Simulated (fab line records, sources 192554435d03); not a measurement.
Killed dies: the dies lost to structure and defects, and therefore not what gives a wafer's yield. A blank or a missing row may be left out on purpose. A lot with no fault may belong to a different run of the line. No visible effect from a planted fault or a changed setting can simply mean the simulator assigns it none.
Which of the tools did it? ; flow n5-finfet ; Sampling: 9 lots, 27 wafers, 6 of 1938 route steps

## WHAT THE GAUGES SHOWED, per wafer
N5_SD_EPI_P_OVL_MEAS_10.
lot;measured;on;SD_P_BLK_OVL (nm)
L496;day 3 12:28;overlay-02;-1.3 -1.4 -1.3
L499;day 4 05:28;overlay-02;-0.6 0.5 0.0
L503;day 5 05:11;overlay-01;-1.0 0.5 0.4
L506;day 6 00:35;overlay-02;-0.9 -0.4 -1.3
L507;day 6 06:49;overlay-02;-1.4 -1.1 -1.9
L510;day 7 01:25;overlay-02;-1.4 0.1 -0.8
L513;day 7 19:15;overlay-02;0.0 0.6 -0.5
L514;day 7 23:07;overlay-01;0.2 -0.5 -0.3
L517;day 8 18:34;overlay-02;-0.8 -0.5 -1.0

N5_ILD0_INSPECT_06: inspects for defects (darkfield).
lot;measured;on;raw-defect-count
L496;day 3 23:26;defect-inspect-01;30 40 41
L499;day 4 16:53;defect-inspect-02;40 24 17
L503;day 5 16:59;defect-inspect-01;35 28 53
L506;day 6 11:35;defect-inspect-01;43 20 24
L507;day 6 17:46;defect-inspect-01;399 441 411
L510;day 7 12:32;defect-inspect-02;369 447 392
L513;day 8 11:48;defect-inspect-01;41 86 39
L514;day 8 10:16;defect-inspect-01;41 38 40
L517;day 9 06:50;defect-inspect-02;44 51 46

N5_SDB_OVL_MEAS_12.
lot;measured;on;SDB_OVL (nm)
L496;day 3 23:57;overlay-01;1.3 0.5 0.3
L499;day 4 17:24;overlay-02;-1.2 -0.6 0.0
L503;day 5 17:22;overlay-02;-1.2 -0.4 -0.9
L506;day 6 11:59;overlay-02;-0.5 0.0 -1.5
L507;day 6 18:17;overlay-01;0.3 0.5 -0.7
L510;day 7 13:03;overlay-01;-0.3 -1.1 -0.6
L513;day 8 12:19;overlay-01;-1.1 0.7 0.0
L514;day 8 10:47;overlay-02;-0.9 0.1 -0.3
L517;day 9 07:20;overlay-02;0.0 -0.1 -0.1

N5_BEOL_M4_RC_MEAS_101.
lot;measured;on;DIBL_N (mV/V);DIBL_P (mV/V);IOFF_N (nA/um);IOFF_P (nA/um);ION_N (uA/um);ION_P (uA/um);SS_N (mV/dec);SS_P (mV/dec);VT_N (mV);VT_P (mV)
L496;day 8 10:36;prober-01;38.6 37.0 36.2;39.1 37.7 36.8;0.22 0.19 0.18;0.26 0.24 0.22;692 684 683;468 467 464;71.6 71.2 71.8;73.7 73.8 73.9;248 246 245;-250 -248 -250
L499;day 9 06:21;prober-02;35.2 36.7 34.6;35.2 36.1 35.2;0.14 0.16 0.13;0.18 0.18 0.17;681 673 665;460 455 461;71.1 71.7 70.6;73.5 72.3 72.1;251 251 250;-251 -254 -252
L503;day 10 05:44;prober-01;36.0 38.7 37.0;34.2 37.7 36.6;0.13 0.18 0.14;0.16 0.20 0.19;669 673 679;453 453 460;71.8 72.5 72.0;73.8 73.7 73.5;254 253 252;-255 -253 -254
L506;day 11 02:45;prober-01;40.9 40.6 39.4;40.8 40.0 38.3;0.20 0.20 0.18;0.26 0.25 0.22;700 687 697;469 466 470;71.1 71.7 71.0;75.2 74.1 74.0;247 247 249;-249 -249 -250
L507;day 11 05:12;prober-01;37.9 37.9 35.4;39.9 39.9 36.6;0.20 0.20 0.16;0.28 0.29 0.24;682 694 678;468 481 470;72.1 72.4 71.5;74.6 73.7 73.3;244 245 248;-246 -246 -248
L510;day 12 04:16;prober-01;35.6 39.0 35.0;35.2 39.3 34.8;0.16 0.24 0.16;0.23 0.31 0.22;679 697 673;463 477 461;71.4 72.2 71.5;73.3 74.0 73.1;251 246 249;-246 -245 -247
L513;day 14 00:33;prober-01;33.4 39.1 38.7;32.6 40.0 39.9;0.12 0.22 0.21;0.18 0.32 0.30;668 695 685;465 480 468;70.8 72.0 72.5;72.4 74.7 74.8;254 245 247;-252 -243 -247
L514;day 12 11:17;prober-02;35.3 39.6 34.0;36.7 39.8 33.5;0.16 0.24 0.14;0.24 0.31 0.20;681 696 660;470 475 460;71.8 73.1 71.3;73.5 74.0 72.9;248 248 251;-247 -246 -250
L517;day 13 23:46;prober-01;39.8 35.9 35.3;39.3 36.6 35.1;0.24 0.17 0.15;0.29 0.23 0.21;696 690 669;470 464 467;72.4 71.0 71.4;74.2 72.5 72.7;243 247 251;-246 -247 -252

## WHAT TOOL EACH LOT RAN ON (gives the tool, then ch and the chambers of the sampled wafers, and finally the start)
lot;N5_SD_EPI_P_DESCUM_14;N5_ILD0_CMP_12
L496;rie-diel-03 ch 1,3, day 3 12:32;cmp-02 ch 1,2,3, day 3 23:07
L499;rie-diel-03 ch 2,3, day 4 05:31;cmp-03 ch 1,2, day 4 16:36
L503;rie-diel-03 ch 1,2, day 5 05:14;cmp-02 ch 2,3, day 5 16:40
L506;rie-diel-05 ch 1,2,3, day 6 00:38;cmp-02 ch 0,1,3, day 6 11:16
L507;rie-diel-03 ch 0,1,3, day 6 06:54;cmp-02 ch 0,2,3, day 6 17:29
L510;rie-diel-06 ch 0,1,3, day 7 01:29;cmp-02 ch 0,2,3, day 7 12:17
L513;rie-diel-06 ch 1,2, day 7 19:19;cmp-01 ch 1,2, day 8 11:29
L514;rie-diel-03 ch 0,2, day 7 23:11;cmp-03 ch 1,2,3, day 8 10:01
L517;rie-diel-03 ch 0,1, day 8 18:38;cmp-03 ch 1,2,3, day 9 06:32
- N5_SD_EPI_P_DESCUM_14: chemistry O2, time 7.9 s.
- N5_ILD0_CMP_12: polishes SiNx, stops on poly-Si, t overpolish 6 s, target thk 17.67 nm.

## WHAT THE TOOLS THEMSELVES READ (means of the sampled wafers that have a number; where no wafer has one, the mark that the record gives instead)
N5_SD_EPI_P_DESCUM_14.
lot;tool;bias-power-w (W);drypump-motor-current-A (A);oes-product-au (a.u.);rf-fwd-power-W (W);rf-vpp-V (V);showerhead-plenum-p-Torr (Torr);throttle-valve-pct (%)
L496;rie-diel-03;20.01;6.02;0.78;49.53;243.9;2.14;20.21
L499;rie-diel-03;20.00;5.63;0.91;49.31;244.0;2.16;20.15
L503;rie-diel-03;20.03;6.12;0.81;49.48;245.7;2.21;20.07
L506;rie-diel-05;20.00;5.87;0.80;49.23;243.8;2.10;20.54
L507;rie-diel-03;19.99;5.79;0.83;49.24;243.5;2.12;20.30
L510;rie-diel-06;19.98;5.78;0.79;49.42;243.1;2.09;20.29
L513;rie-diel-06;20.00;5.70;0.76;49.37;243.7;2.13;20.59
L514;rie-diel-03;19.98;5.65;0.91;49.16;244.4;2.18;20.23
L517;rie-diel-03;20.05;5.86;0.84;49.44;244.5;2.16;20.28

N5_ILD0_CMP_12.
lot;tool;motor-current-A (A);overpolish-run-s (s);platen-rpm (rpm);slurry-flow-ml-min;time-to-endpoint-s (s)
L496;cmp-02;9.5;5.990;51.80;150.2;26.4
L499;cmp-03;8.4;6.003;51.80;149.7;30.8
L503;cmp-02;9.7;6.008;51.78;150.0;27.9
L506;cmp-02;9.7;6.000;51.81;150.2;28.6
L507;cmp-02;9.9;6.004;51.82;150.1;29.3
L510;cmp-02;9.9;5.998;51.80;149.7;25.9
L513;cmp-01;8.8;6.001;51.78;150.2;27.3
L514;cmp-03;9.4;6.000;51.81;150.0;31.9
L517;cmp-03;9.2;6.008;51.81;149.8;27.6

## THE ANSWER, worked out from the rows above alone
Rule: usual is defined by the lots themselves. Put in order of their means at a reading, lots are off if they are a third of the lots or fewer, leave a main group of 4 or more, and stand apart from it by a gap of 3 or more times the standard deviation of the main group's means; of several such gaps the widest counts. Not used: any main group whose means are identical at the precision the tables above print for the reading. A lot without any number at a reading at which 4 lots or more have one is off too. Any other lot the step has rows for is counted as sound. The gauges are gone through in route order, then the tools' own readings, and for those a lot's mean is taken as printed above. The first step at which some lot is off is used, and at that step the reading that is off furthest; a lot without a number counts as furthest.
Off: L507, L510, at N5_ILD0_INSPECT_06 (raw-defect-count). Mean 39 and standard deviation 9.1 in the main group.
A tool fits if, at a process step before that reading, it ran every lot that is off, and no sound lot after the first of them. The gauges at N5_ILD0_INSPECT_06 are tried like those tools. One fits: N5_ILD0_CMP_12 on cmp-02. Its last sound lot is L506 (day 6 11:16), its first lot that is off L507 (day 6 17:29): a fault that began between those two fits.

## WHAT THE SIMULATOR HAD INSERTED
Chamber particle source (cmp-02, N5_ILD0_CMP_12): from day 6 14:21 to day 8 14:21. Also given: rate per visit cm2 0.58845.
Shown lots that were struck: L507, L510. The same result came from the rule above.
